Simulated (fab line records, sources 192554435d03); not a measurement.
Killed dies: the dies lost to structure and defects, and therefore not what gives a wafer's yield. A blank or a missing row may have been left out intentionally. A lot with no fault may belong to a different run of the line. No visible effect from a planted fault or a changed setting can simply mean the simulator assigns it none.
The same fault as seen by 2 desks    flow n5Finfet    numbers are kept per desk, each desk with only its own; the story behind them comes last

== DESK OF THE TOOL OWNER: pecvd-01 ==
The tool's own readings at N5_GATE_CUT_HM_DEP_46 (deposits SiO2 from TEOS/O2, target thk 130 nm, time 26.6 s): means of the sampled wafers that have a number, for each lot that ran on this tool. Any lot whose mean is over 4 standard deviations away from the usual mean is out of limits and marked OUT; that distance is given in the brackets.
Columns: A = heaterPowerW at N5_GATE_CUT_HM_DEP_46, usual 566 W; B = showerheadPlenumPTorr at N5_GATE_CUT_HM_DEP_46, usual 8.340 Torr; C = susceptorTempC at N5_GATE_CUT_HM_DEP_46, usual 399.99 C; D = throttleValvePct at N5_GATE_CUT_HM_DEP_46, usual 18.7 %
lot   first seen here  A    B      C       D
L763  day 4 11:44      636  8.334  399.67  17.8
L765  day 5 01:43      580  8.325  400.16  18.1
L766  day 5 03:53      549  8.326  400.13  18.0
L767  day 5 11:58      640  8.322  400.04  17.8
L768  day 5 15:51      546  8.334  400.30  18.1
L776  day 7 20:17      564  8.347  399.90  18.2
L777  day 7 21:36      593  8.360  400.05  18.0
This desk found nothing out of limits on any of the 7 lots.

== THE DEFECT DESK ==
Lot by lot, what the route's inspections counted, given as the mean of those sampled wafers with a number. Any lot whose mean is over 4 standard deviations away from the usual mean is out of limits and marked OUT; that distance is given in the brackets.
Columns: A = rawDefectCount at N5_GATE_CUT_INSPECT_15, usual 133
lot   first seen here  A
L763  day 4 12:10      153
L764  day 4 16:02      114
L765  day 5 02:17      137
L766  day 5 04:20      132
L767  day 5 12:30      138
L768  day 5 16:23      168
L776  day 7 20:44      804 (+17) OUT
L777  day 7 22:09      794 (+17) OUT
L781  day 9 01:47      148
Finding of this desk: L776, L777 out of limits; the first was L776 at day 7 20:44, on rawDefectCount at N5_GATE_CUT_INSPECT_15. In limits: L763, L764, L765, L766, L767, L768, L781.

== BROUGHT TOGETHER ==
The defect desk could have raised an alarm at day 7 20:44, on L776, L777.
Nothing out of limits was seen by the tool owner's desk.
Tool owner's desk: L776, L777 on record, inside its limits.
All the named lots went through N5_GATE_CUT_HM_DEP_46 on pecvd-01.

== WHAT WAS PUT IN BY THE SIMULATOR ==
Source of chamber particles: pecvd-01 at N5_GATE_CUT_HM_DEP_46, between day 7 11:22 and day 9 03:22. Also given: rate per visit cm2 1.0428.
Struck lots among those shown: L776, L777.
Hours from the fault's start to each desk's first reading out of limits: the defect desk, 9.
